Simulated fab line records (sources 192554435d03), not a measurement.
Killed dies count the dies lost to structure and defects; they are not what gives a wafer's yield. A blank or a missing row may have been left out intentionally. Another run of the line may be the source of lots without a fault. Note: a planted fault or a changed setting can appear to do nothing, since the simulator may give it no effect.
A single fault, viewed from 2 desks :: flow n5_finfet :: only its own numbers are on each desk; what lay behind them is given at the end

## FROM THE METROLOGY DESK
What the gauges read for every lot (on any tool): the sampled wafers with a number, averaged. Marked OUT: a lot whose mean sits more than 4 standard deviations from the usual mean, which makes it out of limits; the brackets give that distance.
Columns: A = M15_THK at N5_BEOL_M15_THK_MEAS_50, usual 860 nm
lot: L748
first seen here: day 11 01:19
A: 843

lot: L749
first seen here: day 11 15:58
A: 847

lot: L751
first seen here: day 11 16:08
A: 860

lot: L750
first seen here: day 12 06:29
A: 863

lot: L754
first seen here: day 12 13:40
A: 833

lot: L753
first seen here: day 12 16:35
A: 825

lot: L755
first seen here: day 13 12:43
A: 859

lot: L762
first seen here: day 15 04:23
A: 881

lot: L764
first seen here: day 15 14:36
A: 858

lot: L766
first seen here: day 16 04:09
A: 868

lot: L770
first seen here: day 17 03:47
A: 874
This desk found nothing out of limits on any of the 11 lots.

## AT THE TOOL OWNER'S DESK: rie_diel-06
The tool's own readings at N5_PASSIVATION_ETCH_15 (etches SiCN in CF4/N2, target depth 75 nm, time 81.2 s): means of the sampled wafers that have a number, for each lot that ran on this tool. Marked OUT: a lot whose mean sits more than 4 standard deviations from the usual mean, which makes it out of limits; the brackets give that distance.
Columns: A = bias_w at N5_PASSIVATION_ETCH_15, usual 69.99 W; B = drypump_motor_current_A at N5_PASSIVATION_ETCH_15, usual 5.90 A; C = oes_product_au at N5_PASSIVATION_ETCH_15, usual 0.79 a.u.; D = rf_vpp_V at N5_PASSIVATION_ETCH_15, usual 382.0 V; E = showerhead_plenum_p_Torr at N5_PASSIVATION_ETCH_15, usual 2.20 Torr; F = throttle_valve_pct at N5_PASSIVATION_ETCH_15, usual 15.39 %
lot: L749
first seen here: day 11 21:53
A: 69.95
B: 6.09
C: 0.74
D: 382.3
E: 2.19
F: 15.51

lot: L750
first seen here: day 12 12:37
A: 70.29
B: 6.09
C: 0.73
D: 382.5
E: 2.19
F: 15.52

lot: L754
first seen here: day 12 21:13
A: 69.86
B: 6.02
C: 0.72
D: 382.3
E: 2.24
F: 15.56

lot: L762
first seen here: day 15 13:14
A: 79.60 (+44) OUT
B: 6.03
C: 0.83
D: 415.0 (+21) OUT
E: 2.23
F: 15.42

lot: L764
first seen here: day 16 01:05
A: 79.51 (+43) OUT
B: 6.02
C: 0.81
D: 414.1 (+20) OUT
E: 2.23
F: 15.44
This desk's finding: out of limits on L762, L764; first on L762, day 15 13:14 (bias_w at N5_PASSIVATION_ETCH_15). Within limits: L749, L750, L754.

## BROUGHT TOGETHER
At day 15 13:14, on L762, L764, the tool owner's desk was in a position to raise an alarm.
At the metrology desk, nothing out of limits was observed.
The metrology desk has L762, L764 on record, within its limits.
All the named lots went through N5_PASSIVATION_ETCH_15 on rie_diel-06.

## WHAT WAS PUT IN BY THE SIMULATOR
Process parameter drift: rie_diel-06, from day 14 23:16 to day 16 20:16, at N5_PASSIVATION_ETCH_15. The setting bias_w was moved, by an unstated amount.
Lots struck among those shown: L762, L764.
Time in hours from fault onset to the first out-of-limits reading at each desk: the tool owner's desk, 14.
